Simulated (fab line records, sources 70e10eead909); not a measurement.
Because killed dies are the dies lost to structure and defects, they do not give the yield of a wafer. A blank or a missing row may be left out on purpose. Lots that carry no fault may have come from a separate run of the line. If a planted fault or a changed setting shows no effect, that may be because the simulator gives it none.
Matching of chambers -- flow nandHarc -- NHARC_A_STAIRCASE_STRIP_296 on wetBench-01: 7 sister chambers
The step strips in SPM, time 900 s. 14 wafers are shown with their chamber, then 7 later ones without.

== WAFERS, EACH WITH ITS CHAMBER ==
wafer,chamber,bathGuardTempC (C)
L279.3,4,130.9
L279.5,2,129.0
L279.6,3,130.0
L282.2,6,129.8
L282.5,7,130.0
L282.6,3,129.9
L291.2,0,129.4
L291.4,6,129.6
L291.5,1,130.2
L293.1,7,130.2
L293.2,3,129.8
L293.3,1,130.7
L299.3,6,129.5
L299.4,1,130.2

SIGNATURES (means of the wafers above)
reading,chamber 0,chamber 1,chamber 2,chamber 3,chamber 4,chamber 6,chamber 7,scatter within a chamber
bathGuardTempC,129.400,130.367,129.000,129.900,130.900,129.633,130.100,0.19
Rule: distance of a wafer from a chamber = root of the sum over the readings of ((wafer's reading minus chamber's mean) / reading's scatter) squared. If the next closest chamber is less than 2 further off than the closest, the wafer can't be placed; otherwise it belongs to the closest. How the scatter is found: for the shown wafers, subtract from each reading the mean of its chamber, square and add these, divide the total by (wafers less chambers), then take the root.

== WAFERS MISSING THEIR CHAMBER ==
wafer,bathGuardTempC (C)
L299.6,130.7
L300.1,130.0
L300.4,130.6
L300.5,129.8
L302.3,130.7
L302.4,129.8
L302.6,129.9

== THE CHAMBER EACH PASSED THROUGH ==
wafer,from the rows above,in truth
L299.6,can't be placed: 4 or 1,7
L300.1,can't be placed: 3 or 7 or 1 or 6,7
L300.4,can't be placed: 1 or 4 or 7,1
L300.5,can't be placed: 3 or 6 or 7 or 0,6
L302.3,can't be placed: 4 or 1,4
L302.4,can't be placed: 3 or 6 or 7 or 0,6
L302.6,can't be placed: 3 or 7 or 6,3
Correctly placed: 0 of 7. Not placeable from these rows: 7 (in 6, the candidates include the true chamber). 0 placed wrongly.
